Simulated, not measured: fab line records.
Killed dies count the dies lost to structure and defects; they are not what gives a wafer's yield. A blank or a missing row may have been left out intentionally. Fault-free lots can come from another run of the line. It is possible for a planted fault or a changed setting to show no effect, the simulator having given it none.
Struck lot and sound lot, side by side || flow nand_harc || 15 steps out of a route of 1302
Sound: wafers L353.1, L353.4, L353.6. Struck: wafers L365.2, L365.4 (left out: L365.6, a lot-mate that was not struck); the cause follows at the end.
Order at every step that has rows: each side's tool, ch and its chambers, its first start. Under that, the readings that differ: sound wafers || struck wafers || difference of the means || sigmas: that difference in standard deviations of wafers without a fault.
alike: same words and numbers on both sides, and readings whose means sit less than 2 such deviations apart. not compared: any withheld reading, any reading some wafer has no value for, any bound like >300 that may hide the same value, and any number with overlapping values for which the record gives no deviation.
The two part at a step that has a row with sigmas, a row that says differs or no value, or rows on one side only. Numbers that don't overlap but have no deviation are shown without sigmas and don't part them. Lack of a reading on every wafer of one side parts them only where that side has two or more wafers.

first, 8 steps without rows for these wafers: NHARC_P_M2_HMDS_02 (time 30 s); NHARC_P_M2_COAT_34 (time 65 s); NHARC_P_M2_COAT_03 (resist thk 90 nm); NHARC_P_M2_SOFTBAKE_04 (time 55 s); NHARC_P_M2_EBR_05; NHARC_P_M2_EXPOSE_06 (exposes mask P M2, target cd 170 nm); NHARC_P_M2_PEB_07 (peb time 65 s); NHARC_P_M2_DEVELOP_08 (develop time 35 s).
NHARC_P_M2_CD_MEAS_09: the cd target is 170 nm.
  sound on cd_sem-03 ch 0, day 7 01:30; struck on cd_sem-01 ch 0, day 12 15:16
{"reading": "cd_nm (nm)", "sound": "170.9 170.8 170.2", "struck": "168.4 169.1", "difference": -1.9, "sigmas": -3}
NHARC_P_M2_OVL_MEAS_10: pitch 340 nm.
  sound: overlay-01 at day 7 01:35; struck: overlay-02 at day 12 15:22
  alike: overlay_x_nm, overlay_y_nm
NHARC_P_M2_INSPECT_11:
  sound: defect_inspect-01 at day 7 01:38; struck: defect_inspect-01 at day 12 15:24
  alike: raw_defect_count
NHARC_P_M2_DESCUM_14: chemistry O2, time 3 s.
  sound on rie_diel-12 ch 1,3, day 7 01:41; struck on rie_diel-01 ch 0,2, day 12 15:28
  alike: drypump_motor_current_A, oes_product_au, rf_vpp_V, showerhead_plenum_p_Torr, throttle_valve_pct
  not compared: rf_hours_counter_h
NHARC_P_M2_ETCH_35: etches the open film in N2/H2, target depth 40 nm, overetch 12 nm, time 43.94 s.
  sound on rie_diel-12 ch 0,1,3, day 7 01:47; struck on rie_diel-01 ch 2,3, day 12 15:33
{"reading": "run_length_s (s)", "sound": "65.2 64.6 66.5", "struck": "54.1 54.6", "difference": -11.1, "sigmas": -26}
  alike: drypump_motor_current_A, oes_product_au, rf_vpp_V, showerhead_plenum_p_Torr, throttle_valve_pct
  not compared: rf_hours_counter_h
NHARC_P_M2_ETCH_15: etches the open film in C4F8/Ar, target depth 182.5 nm, time 91.2 s.
  sound on rie_diel-12 ch 0,1,2; struck on rie_diel-01 ch 1,3
  alike: oes_product_au, rf_vpp_V, run_length_s
  not compared: rf_hours_counter_h
-- the record jumps here: 18 days lie between the struck wafers' starts before and after (it left off in module P_M2 and takes up again in module END, whose first step shown is number 1302 of the route) --
NHARC_END_SORT_01:
  sound on prober-01 ch 0, day 24 11:29; struck on prober-01 ch 0, day 30 10:29
  alike: defect_limited_yield, killed_at_array, killed_at_other, killed_at_periphery, killed_dies, killed_open, killed_short

WHERE THEY PART
At NHARC_P_M2_CD_MEAS_09 first; at NHARC_P_M2_ETCH_35 last (within this record only). Later steps at which nothing parts them and some readings are alike: NHARC_P_M2_ETCH_15, NHARC_END_SORT_01.

WHY: the cause the simulator had injected
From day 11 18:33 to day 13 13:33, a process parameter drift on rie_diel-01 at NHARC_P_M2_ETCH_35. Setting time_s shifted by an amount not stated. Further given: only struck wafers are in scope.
